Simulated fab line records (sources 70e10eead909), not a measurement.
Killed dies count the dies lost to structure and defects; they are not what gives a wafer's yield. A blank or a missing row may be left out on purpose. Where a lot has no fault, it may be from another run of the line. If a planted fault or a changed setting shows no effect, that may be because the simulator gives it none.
fab line records	flow nand-harc
record lots=6	wafers=18	last-day=24
route steps=1159 shown P_M2@330 END@1159
lots that met no fault: from a run of the same line without faults
start-h: start of the lot's first displayed wafer, in hours after the record's first day	wait-h: hours from the lot's prior step to this one	" same as the row above	L1.1+2: a single row standing in for several wafers	- no value, or no start was given	* or withheld: withheld	< > ~ a bound
route shown NAME@n: NAME is a module with steps in the file, n the number in the route of the first one	usual: mean/standard deviation taken from wafers without a fault	same: alike in all rows	chamber/n: place in a boat	sites: readings site by site	_std_site: the standard deviation of these	_edge_site: outer sites' mean less inner sites'	radius-mm: how far each site lies from the wafer's centre	mask NAME#n: copy n	behind: the tool/chamber that last shaped the wafer	hold: what put the lot on hold/how long, in hours/how the hold closed	device: transistor that didn't switch, given as n, p or np	end of line: tests of these same wafers at the route's end	a step given without rows: its recipe and nothing more	killed: dies that structure and defects cost at the first sort, which is not the same as the wafer's yield	map: a wafer's dies, marking killed ones x, the rest . and places with no die _
set.NAME: the setting as run; set.NAME@STEP: as run at that earlier step	model.NAME: the simulator's own value behind a step, which no gauge read
certain route steps with their lots: each step a table, each wafer a row
services: the hour from which a tool's chamber was out of use, counted from the record's first day as start-h (under 0 if before that day), plus the number of hours and why
## steps
# step NHARC_P_M2_INSPECT_11
# usual raw-defect-count=4.3/2.3
lot.wafer	tool	chamber	start-h	wait-h	raw-defect-count
L430.1	defect-inspect-02	-	150.50	0.0	5
L430.2	"	-	"	"	1
L430.4	"	-	"	"	2
L429.2	defect-inspect-02	-	151.03	0.1	3
L429.4	"	-	"	"	10
L429.6	"	-	"	"	10
L431.4	defect-inspect-02	-	156.53	0.0	6
L431.5	"	-	"	"	4
L431.6	"	-	"	"	3
L437.2	defect-inspect-02	-	198.96	0.0	4
L437.4	"	-	"	"	3
L437.6	"	-	"	"	4
L439.1	defect-inspect-02	-	209.44	0.0	8
L439.4	"	-	"	"	4
L439.6	"	-	"	"	5
L446.2	defect-inspect-01	-	235.00	0.0	11
L446.4	"	-	"	"	7
L446.6	"	-	"	"	3
# step NHARC_P_M2_DESCUM_14
# recipe time-s=3	o2-flow-sccm=200	ar-flow-sccm=0	bias-power-w=0	chemistry=O2
# usual drypump-motor-current-A=6.0/0.45	oes-product-au=0.997/0.007	rf-vpp-V=58.1/0.93	showerhead-plenum-p-Torr=1.98/0.069	throttle-valve-pct=11.312/0.0089
# same bias-power-w=0	time-s=3
lot.wafer	tool	chamber	start-h	wait-h	drypump-motor-current-A	oes-product-au	rf-hours-counter-h	rf-vpp-V	showerhead-plenum-p-Torr	throttle-valve-pct
L430.4	rie-diel-06	1	150.57	0.1	6.6	1.004	2	59.0	2.02	11.321
L430.1	"	2	"	"	6.1	1.000	2	58.3	1.93	11.331
L430.2	"	3	"	"	5.8	0.999	2	58.6	2.00	11.319
L429.2	rie-diel-06	2	151.19	0.2	6.0	0.997	3	58.4	1.94	11.322
L429.4	"	0	"	"	5.8	0.995	-	56.2	2.02	11.311
L429.6	"	2	"	"	6.0	0.998	-	58.8	1.94	11.309
L431.6	rie-diel-06	1	156.62	0.1	6.6	1.000	-	57.9	2.02	11.311
L431.5	"	2	"	"	6.1	0.997	-	59.1	1.94	11.310
L431.4	"	0	"	"	5.8	0.998	-	57.9	2.02	11.309
L437.2	rie-diel-06	2	199.03	0.1	6.0	0.995	4	57.1	1.93	11.297
L437.4	"	3	"	"	5.8	0.988	3	58.7	2.00	11.323
L437.6	"	1	"	"	6.6	0.995	-	59.0	2.02	11.317
L439.1	rie-diel-06	1	209.57	0.1	6.5	1.001	5	57.7	2.02	11.321
L439.6	"	0	"	"	5.8	1.000	-	57.7	2.02	11.319
L439.4	"	1	"	"	6.6	1.003	-	58.4	2.02	11.308
L446.2	rie-diel-02	1	235.08	0.1	4.9	0.996	16	57.3	1.96	11.312
L446.4	"	2	"	"	5.5	1.006	16	59.0	1.79	11.325
L446.6	"	3	"	"	5.8	0.985	-	58.5	2.00	11.309
# step NHARC_P_M2_ETCH_35
# recipe target-depth-a=400	overetch-a=120	time-s=43.94	ion-energy-ev=200	n2-flow-sccm=150	h2-flow-sccm=150	ar-flow-sccm=0	rf-w=400	bias-w=150	chemistry=N2/H2
# usual bias-w=150.0/0.41	drypump-motor-current-A=5.9/0.46	oes-product-au=0.999/0.0073	rf-fwd-power-W=395.2/1.5	rf-vpp-V=432.4/2.3	showerhead-plenum-p-Torr=2.11/0.079	throttle-valve-pct=14.171/0.0094
# same time-s=43.94
lot.wafer	tool	chamber	start-h	wait-h	bias-w	drypump-motor-current-A	oes-product-au	rf-fwd-power-W	rf-hours-counter-h	rf-vpp-V	showerhead-plenum-p-Torr	throttle-valve-pct
L430.4	rie-diel-06	1	150.65	0.1	150.6	6.6	0.999	394.3	2	435.1	2.16	14.173
L430.1	"	2	"	"	149.1	6.0	0.987	395.8	2	430.6	2.06	14.163
L430.2	"	3	"	"	149.4	5.8	0.991	394.6	2	432.7	2.14	14.182
L429.2	rie-diel-06	2	151.31	0.1	150.4	6.1	0.993	394.2	3	431.5	2.06	14.174
L429.6	"	2	"	"	150.4	6.0	1.005	394.9	-	430.9	2.06	14.169
L429.4	"	0	"	"	149.2	5.8	0.979	394.8	-	433.7	2.16	14.171
L431.6	rie-diel-06	1	156.71	0.1	150.7	6.6	1.002	393.5	-	434.1	2.16	14.180
L431.5	"	2	"	"	150.6	6.0	0.997	396.9	-	432.0	2.06	14.156
L431.4	"	0	"	"	150.0	5.8	1.007	393.8	-	434.9	2.16	14.177
L437.2	rie-diel-06	0	199.11	0.1	150.2	5.8	0.994	394.4	4	432.9	2.16	14.164
L437.4	"	2	"	"	149.7	6.0	0.991	396.4	4	430.9	2.06	14.181
L437.6	"	0	"	"	149.9	5.8	1.003	394.7	-	434.9	2.16	14.165
L439.1	rie-diel-06	0	209.70	0.1	149.7	5.8	0.997	395.8	5	431.9	2.16	14.148
L439.4	"	3	"	"	150.0	5.9	0.993	394.8	-	431.5	2.14	14.161
L439.6	"	1	"	"	150.3	6.6	1.005	395.0	-	435.0	2.16	14.192
L446.4	rie-diel-02	3	235.15	0.1	149.9	5.8	0.994	392.7	17	433.0	2.14	14.176
L446.2	"	0	"	"	150.3	6.3	1.004	398.0	17	434.2	2.17	14.176
L446.6	"	3	"	"	150.4	5.8	0.992	394.9	-	434.4	2.14	14.154
# step NHARC_P_M2_ETCH_15
# recipe target-depth-a=1825	time-s=91.2	c4f8-flow-sccm=withheld	ar-flow-sccm=400	rf-w=600	bias-w=300	chemistry=C4F8/Ar
# step NHARC_P_M2_CD_MEAS_16
# usual cd-nm=170.0/0.59
lot.wafer	tool	chamber	start-h	wait-h	cd-nm
L430.1	cd-sem-03	-	150.87	-	172.1
L430.2	"	-	"	"	170.7
L430.4	"	-	"	"	170.7
L429.2	cd-sem-01	-	151.56	-	171.4
L429.4	"	-	"	"	170.1
L429.6	"	-	"	"	169.9
L431.4	cd-sem-03	-	156.94	-	169.3
L431.5	"	-	"	"	170.1
L431.6	"	-	"	"	170.0
L437.2	cd-sem-01	-	199.33	-	170.1
L437.4	"	-	"	"	170.1
L437.6	"	-	"	"	170.1
L439.1	cd-sem-01	-	209.98	-	170.2
L439.4	"	-	"	"	169.3
L439.6	"	-	"	"	169.7
L446.2	cd-sem-01	-	235.37	-	168.8
L446.4	"	-	"	"	169.2
L446.6	"	-	"	"	170.2
# step NHARC_P_M2_STRIP_18
# recipe power-w=1000	n2-flow-sccm=150	h2-flow-sccm=150	ar-flow-sccm=0	bias-w=0	chemistry=N2/H2
# step NHARC_P_M2_ETCH_28
# recipe target-depth-a=300	over-etch-frac=0.3	time-s=72.99	ion-energy-ev=150	cf4-flow-sccm=50	n2-flow-sccm=100	ar-flow-sccm=150	rf-w=300	bias-w=100	chemistry=CF4/N2
# step NHARC_P_M2_STRIP_19
# recipe time-s=600	temp-c=30	chemistry=post-etch-residue-remover
# step NHARC_P_M2_DEGAS_29
# recipe temp-c=250	time-s=60
# usual heater-power-w=343/43
# same time-s=60
lot.wafer	tool	chamber	start-h	wait-h	heater-power-w
L430.1	pvd-sputter-01	-	151.70	-	278
L430.2	"	-	"	"	338
L430.4	"	-	"	"	307
L429.2	pvd-sputter-03	-	152.37	-	357
L429.4	"	-	"	"	336
L429.6	"	-	"	"	427
L431.4	pvd-sputter-03	-	157.76	-	339
L431.5	"	-	"	"	341
L431.6	"	-	"	"	353
L437.2	pvd-sputter-01	-	200.05	-	292
L437.4	"	-	"	"	316
L437.6	"	-	"	"	324
L439.1	pvd-sputter-01	-	210.82	-	312
L439.4	"	-	"	"	294
L439.6	"	-	"	"	305
L446.4	pvd-sputter-03	-	236.16	-	360
L446.2	"	-	"	"	439
L446.6	"	-	"	"	337
# step NHARC_P_M2_PRE_CLEAN_30
# recipe time-s=30	temp-c=280	gas=H2/He
# usual heater-power-w=421/53
# same time-s=30
lot.wafer	tool	chamber	start-h	wait-h	heater-power-w
L430.2	pvd-sputter-01	-	-	-	356
L430.1	"	-	"	"	367
L430.4	"	-	"	"	422
L429.4	pvd-sputter-03	-	-	-	534
L429.2	"	-	"	"	421
L429.6	"	-	"	"	446
L431.4	pvd-sputter-03	-	-	-	411
L431.6	"	-	"	"	448
L431.5	"	-	"	"	547
L437.2	pvd-sputter-01	-	-	-	397
L437.4	"	-	"	"	389
L437.6	"	-	"	"	384
L439.4	pvd-sputter-01	-	-	-	406
L439.1	"	-	"	"	370
L439.6	"	-	"	"	355
L446.4	pvd-sputter-03	-	-	-	529
L446.2	"	-	"	"	441
L446.6	"	-	"	"	454
# step NHARC_P_M2_PVD_20
# recipe target-thk-a=50	bias-v=168.6	power-w=15000	chamber-pressure-pa=0.12	time-s=8.06	substrate-temp-c=50	material=TaN
# step NHARC_P_M2_PVD_21
# recipe target-thk-a=300	chamber-pressure-pa=5	power-w=5000	substrate-temp-c=30	time-s=20.49	material=Cu
# usual throttle-valve-pct=30.4/1
# same time-s=20.49
lot.wafer	tool	chamber	start-h	wait-h	throttle-valve-pct
L430.4	pvd-sputter-01	-	-	-	32.0
L430.2	"	-	"	"	32.0
L430.1	"	-	"	"	28.2
L429.4	pvd-sputter-03	-	-	-	30.3
L429.2	"	-	"	"	31.6
L429.6	"	-	"	"	30.2
L431.4	pvd-sputter-03	-	-	-	31.7
L431.6	"	-	"	"	30.5
L431.5	"	-	"	"	30.4
L437.2	pvd-sputter-01	-	-	-	31.5
L437.4	"	-	"	"	31.2
L437.6	"	-	"	"	27.6
L439.1	pvd-sputter-01	-	-	-	31.5
L439.4	"	-	"	"	31.4
L439.6	"	-	"	"	27.6
L446.2	pvd-sputter-03	-	-	-	30.1
L446.4	"	-	"	"	30.4
L446.6	"	-	"	"	30.3
# step NHARC_P_M2_ECD_22
# recipe target-thk-a=4000	bath-temp-c=25	material=Cu
lot.wafer	tool	chamber	start-h	wait-h
L430.1+2+4	ecd-cu-02	0,1,1	152.06	-
L430.1+2+4	ecd-cu-02	0,1,1	152.60	-
L429.2+4+6	ecd-cu-01	1	152.72	-
L431.4+6+5	ecd-cu-01	0,0,1	158.30	-
L437.2+4+6	ecd-cu-01	1,1,0	200.46	-
L439.1+4+6	ecd-cu-01	0,1,0	211.17	-
L439.1+4+6	ecd-cu-01	0,1,0	211.71	0.5
L446.2+4+6	ecd-cu-02	0	236.65	-
# step NHARC_P_M2_ANNEAL_31
# recipe temp-c=225	time-s=90
# step NHARC_P_M2_CMP_23
# recipe t-overpolish-s=20	target-thk-nm=144.3
# usual motor-current-A=12.2/1.1	slurry-filter-dp-kPa=13.53/0.13	time-to-endpoint-s=29.1/2.4
lot.wafer	tool	chamber	start-h	wait-h	motor-current-A	slurry-filter-dp-kPa	time-to-endpoint-s
L429.2	cmp-03	1	153.45	-	11.9	13.42	27.7
L429.4	"	3	"	"	12.6	13.46	25.6
L429.6	"	2	"	"	13.2	13.26	26.5
L430.4	cmp-04	2	153.76	-	13.9	13.55	60.3
L430.2	"	3	"	"	10.0	13.78	57.0
L430.1	"	0	"	"	13.2	13.55	59.5
L431.4	cmp-02	2	159.00	-	12.0	13.51	28.8
L431.6	"	2	"	"	12.3	13.65	31.8
L431.5	"	3	"	"	11.8	13.56	33.8
L437.4	cmp-04	0	201.19	-	12.6	13.50	30.6
L437.2	"	2	"	"	14.3	13.53	27.2
L437.6	"	3	"	"	10.6	13.67	28.2
L439.4	cmp-04	2	212.49	-	14.8	13.43	59.8
L439.1	"	1	"	"	11.3	13.35	55.0
L439.6	"	3	"	"	11.0	13.52	55.1
L446.4	cmp-04	1	237.47	-	11.4	13.35	23.3
L446.2	"	2	"	"	14.4	13.46	26.0
L446.6	"	0	"	"	12.7	13.40	26.9
# step NHARC_P_M2_THK_MEAS_24
# recipe thk-meas-gauge=xrf
# usual thk-nm=144.3/1.5
lot.wafer	tool	chamber	start-h	wait-h	thk-nm
L429.2	film-metro-01	-	153.76	-	144.6
L429.4	"	-	"	"	142.5
L429.6	"	-	"	"	142.6
L430.1	film-metro-02	-	154.08	-	144.1
L430.2	"	-	"	"	145.6
L430.4	"	-	"	"	146.0
L431.4	film-metro-01	-	159.32	-	147.0
L431.5	"	-	"	"	144.4
L431.6	"	-	"	"	144.0
L437.2	film-metro-02	-	201.47	-	145.2
L437.4	"	-	"	"	143.7
L437.6	"	-	"	"	144.3
L439.1	film-metro-02	-	212.80	-	143.5
L439.4	"	-	"	"	143.2
L439.6	"	-	"	"	143.7
L446.2	film-metro-02	-	237.73	-	145.3
L446.4	"	-	"	"	141.1
L446.6	"	-	"	"	143.5
# step NHARC_END_SORT_01
# recipe temp-c=25
# usual defect-limited-yield=95.1/1.6	killed-at-array=29/11	killed-at-other=0.6/0.92	killed-at-periphery=3.2/2	killed-dies=33/11	killed-open=3.2/2	killed-short=1.9/1.5	sort_bin_2_pct=1.6/0.67	sort_bin_3_pct=0.26/0.22	sort_bin_4_pct=3.1/1.1	sort-n-pass=644/11	sort-rim-yield-pct=96.3/2.5	sort-yield-pct=95.1/1.6
# same gross-dies=677	sort_bin_5_pct[%]=0	sort_bin_6_pct[%]=0	sort_bin_7_pct[%]=0	sort_bin_8_pct[%]=0	sort-rim-n-gross=106.00
lot.wafer	tool	chamber	start-h	wait-h	defect-limited-yield[%]	killed-at-array	killed-at-other	killed-at-periphery	killed-dies	killed-open	killed-short	sort_bin_2_pct[%]	sort_bin_3_pct[%]	sort_bin_4_pct[%]	sort-n-pass	sort-rim-yield-pct[%]	sort-yield-pct[%]
L429.2	prober-02	0	452.43	2.8	95.9	23	2	3	28	4	6	0.9	0	3.2	649	93.4	95.9
L429.4	prober-02	0	454.03	3.4	95.3	25	0	7	32	7	3	0.9	0	3.8	645	93.4	95.3
L429.6	prober-02	0	455.62	4.0	95.9	20	0	8	28	1	0	1.3	0.44	2.4	649	93.4	95.9
L437.2	prober-01	0	501.50	2.8	96.6	19	1	3	23	3	2	1.0	0	2.4	654	95.3	96.6
L437.4	prober-01	0	503.10	3.4	95.0	31	1	2	34	4	1	1.6	0	3.4	643	96.2	95.0
L437.6	prober-01	0	504.69	4.0	95.6	28	2	0	30	3	1	1.6	0.44	2.4	647	94.3	95.6
L439.1	prober-01	0	510.84	2.5	92.9	41	0	7	48	3	4	1.9	0.59	4.6	629	96.2	92.9
L439.4	prober-01	0	513.19	3.4	92.8	46	0	3	49	2	2	2.8	0.59	3.8	628	94.3	92.8
L439.6	prober-01	0	514.75	3.9	93.8	34	0	8	42	5	4	2.7	0.15	3.4	635	93.4	93.8
# killed by level:class
L429.2 A_SLIT:chamber-film-flake=11 A_WL_FILL:geometric-particle:short=3 A_CONTACT:geometric-particle:open=3 A_STAIRCASE:chamber-film-flake=2 P_M0:geometric-particle:short=1 A_CONTACT:geometric-particle:short=1 A_BLC:geometric-particle:open=1 STARTING-WAFER:geometric-particle:short=1
L429.4 A_SLIT:chamber-film-flake=10 A_CHANNEL_HOLE_D1:chamber-film-flake=3 A_CONTACT:geometric-particle:open=2 A_BLC:geometric-particle:open=2 P_STI:chamber-film-flake=2 P_M1:chamber-film-flake=2 A_STAIRCASE:chamber-film-flake=2 P_GATE:geometric-particle:open=1
L429.6 A_SLIT:chamber-film-flake=9 P_M1:chamber-film-flake=5 A_CHANNEL_HOLE_D1:chamber-film-flake=5 A_STAIRCASE:chamber-film-flake=4 A_CONTACT:geometric-particle:open=1 P_ZERO_WELL:chamber-film-flake=1 P_STI:chamber-film-flake=1 P_GATE:chamber-film-flake=1
L437.2 A_SLIT:chamber-film-flake=9 A_WL_FILL:chamber-film-flake=3 A_CHANNEL_HOLE_D1:chamber-film-flake=2 P_M1:geometric-particle:short=1 A_ONON_D1:geometric-particle:open=1 A_CHANNEL_FILL_D1:geometric-particle:short=1 A_CONTACT:geometric-particle:open=1 A_M0:geometric-particle:open=1
L437.4 A_SLIT:chamber-film-flake=16 A_CHANNEL_HOLE_D1:chamber-film-flake=5 A_STAIRCASE:chamber-film-flake=3 A_CONTACT:chamber-film-flake=3 P_CONTACT:geometric-particle:open=1 P_M0:geometric-particle:open=1 A_SOURCE_PLATE:geometric-particle:open=1 A_ONON_D1:geometric-particle:open=1
L437.6 A_SLIT:chamber-film-flake=9 A_CHANNEL_HOLE_D1:chamber-film-flake=4 A_CONTACT:chamber-film-flake=4 A_STAIRCASE:chamber-film-flake=3 A_WL_FILL:chamber-film-flake=3 A_CONTACT:geometric-particle:open=2 THIN_TSV:chamber-film-flake=2 A_ONON_D1:geometric-particle:short=1
L439.1 A_CHANNEL_HOLE_D1:chamber-film-flake=18 A_SLIT:chamber-film-flake=10 P_ZERO_WELL:chamber-film-flake=4 A_STAIRCASE:chamber-film-flake=3 A_CONTACT:chamber-film-flake=3 P_GATE:geometric-particle:open=1 P_CONTACT:geometric-particle:short=1 A_ONON_D1:geometric-particle:short=1
L439.4 A_CHANNEL_HOLE_D1:chamber-film-flake=26 A_SLIT:chamber-film-flake=12 A_M0:geometric-particle:open=2 P_ZERO_WELL:chamber-film-flake=2 A_STAIRCASE:chamber-film-flake=2 A_WL_FILL:chamber-film-flake=2 P_STI:geometric-particle:short=1 A_WL_FILL:geometric-particle:short=1
L439.6 A_CHANNEL_HOLE_D1:chamber-film-flake=16 A_SLIT:chamber-film-flake=8 A_CONTACT:chamber-film-flake=5 P_ZERO_WELL:chamber-film-flake=2 P_GATE:geometric-particle:short=1 P_GATE:geometric-particle:open=1 P_CONTACT:geometric-particle:short=1 P_M0:geometric-particle:short=1
## services
tool	chamber	start-h	hours	kind
cmp-02	-	128.62	4.0	pm
cmp-04	-	138.91	1.7	repair
cmp-03	-	144.40	4.6	repair
cmp-04	-	145.19	0.2	repair
rie-diel-06	0	146.71	-	clean
rie-diel-06	1	146.71	-	clean
rie-diel-06	2	146.71	-	clean
rie-diel-06	3	146.71	-	clean
pvd-sputter-01	-	147.89	1.3	repair
rie-diel-02	-	150.70	9.0	pm
rie-diel-06	3	150.80	12.5	repair
cmp-03	-	156.00	4.0	pm
rie-diel-06	0	157.91	4.4	repair
pvd-sputter-01	-	158.00	10.0	pm
pvd-sputter-01	-	169.28	0.5	repair
ecd-cu-02	-	180.00	8.0	pm
cmp-02	-	180.92	0.7	repair
cmp-03	-	188.12	2.5	repair
cmp-04	-	203.00	4.0	pm
rie-diel-06	2	203.96	7.2	repair
cmp-04	-	222.47	5.2	repair
cmp-02	-	226.62	4.0	pm
rie-diel-06	3	232.60	25.1	repair
pvd-sputter-01	-	234.33	4.0	repair
## key
first-sign step=NHARC_P_M2_ECD_22	reading=visit	direction=added
effect step=NHARC_P_M2_CMP_23	reading=time-to-endpoint-s	direction=up	sigmas=12	usual=*	struck=*
met-at NHARC_P_M2_ECD_22
struck-wafers L430.1,L430.2,L430.4,L439.1,L439.4,L439.6
fault kind=repeated-step-whole	tool=ecd-cu-01,ecd-cu-02	chamber=-	onset-h=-	steps=NHARC_P_M2_ECD_22	times=1	scope=struck-lots-only
